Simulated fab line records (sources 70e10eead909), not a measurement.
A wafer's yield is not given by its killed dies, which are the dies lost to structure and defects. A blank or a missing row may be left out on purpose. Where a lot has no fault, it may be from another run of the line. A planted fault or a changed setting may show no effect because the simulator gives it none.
Chamber matching | flow nand-harc | NHARC_A_STAIRCASE_ETCHBACK_422 on rie-diel-01 has 4 sister chambers
The step etches the open film in CH3F/O2, target depth 40 nm, time 74.286 s. 16 wafers are shown with their chamber, then 8 later ones without.

EACH WAFER AND ITS CHAMBER
wafer  | chamber | showerhead-plenum-p-Torr (Torr) | drypump-motor-current-A (A) | rf-vpp-V (V)
L077.2 | 0       | 2.48                            | 5.7                         | 245.2
L077.3 | 1       | 2.55                            | 5.6                         | 244.9
L077.6 | 1       | 2.55                            | 5.6                         | 246.7
L078.1 | 1       | 2.55                            | 5.5                         | 245.0
L078.3 | 3       | 2.32                            | 5.8                         | 241.9
L078.6 | 3       | 2.32                            | 5.8                         | 241.1
L083.1 | 0       | 2.47                            | 5.7                         | 243.7
L083.4 | 3       | 2.32                            | 5.8                         | 242.8
L083.5 | 3       | 2.32                            | 5.8                         | 241.4
L087.1 | 1       | 2.54                            | 5.5                         | 243.8
L087.4 | 2       | 2.42                            | 5.9                         | 241.8
L087.5 | 3       | 2.31                            | 5.8                         | 242.7
L092.2 | 3       | 2.31                            | 5.8                         | 242.4
L092.3 | 1       | 2.53                            | 5.5                         | 246.2
L092.5 | 3       | 2.31                            | 5.8                         | 242.2
L091.4 | 0       | 2.46                            | 5.7                         | 244.4

SIGNATURES, as means of the wafers listed above
reading                  | chamber 0 | chamber 1 | chamber 2 | chamber 3 | scatter within a chamber
showerhead-plenum-p-Torr | 2.4700    | 2.5440    | 2.4200    | 2.3157    | 0.00759
drypump-motor-current-A  | 5.700     | 5.540     | 5.900     | 5.800     | 0.0316
rf-vpp-V                 | 244.433   | 245.320   | 241.800   | 242.071   | 0.86
Rule: a wafer lies at a distance from a chamber equal to the root of the sum of squares, over the readings, of (its reading less the chamber's mean, divided by the reading's scatter). If the next closest chamber is less than 2 further off than the closest, the wafer can't be placed; otherwise it belongs to the closest. The scatter: the root of (the sum of the squares of (reading less its chamber's mean) over the shown wafers, divided by (wafers less chambers)).

WAFERS MISSING THEIR CHAMBER
wafer  | showerhead-plenum-p-Torr (Torr) | drypump-motor-current-A (A) | rf-vpp-V (V)
L091.5 | 2.41                            | 5.8                         | 244.5
L091.6 | 2.30                            | 5.8                         | 242.6
L093.1 | 2.53                            | 5.6                         | 245.2
L093.4 | 2.41                            | 5.9                         | 245.4
L093.6 | 2.41                            | 5.8                         | 243.3
L096.2 | 2.41                            | 5.9                         | 243.4
L096.5 | 2.41                            | 5.9                         | 243.7
L096.6 | 2.46                            | 5.7                         | 244.6

CHAMBER TAKEN BY EACH
wafer  | from the rows above | in truth
L091.5 | 2                   | 2
L091.6 | 3                   | 3
L093.1 | 1                   | 1
L093.4 | 2                   | 2
L093.6 | 2                   | 2
L096.2 | 2                   | 2
L096.5 | 2                   | 2
L096.6 | 0                   | 0
8 of 8 placed correctly. Left unplaced by these rows: 0. 0 placed wrongly.
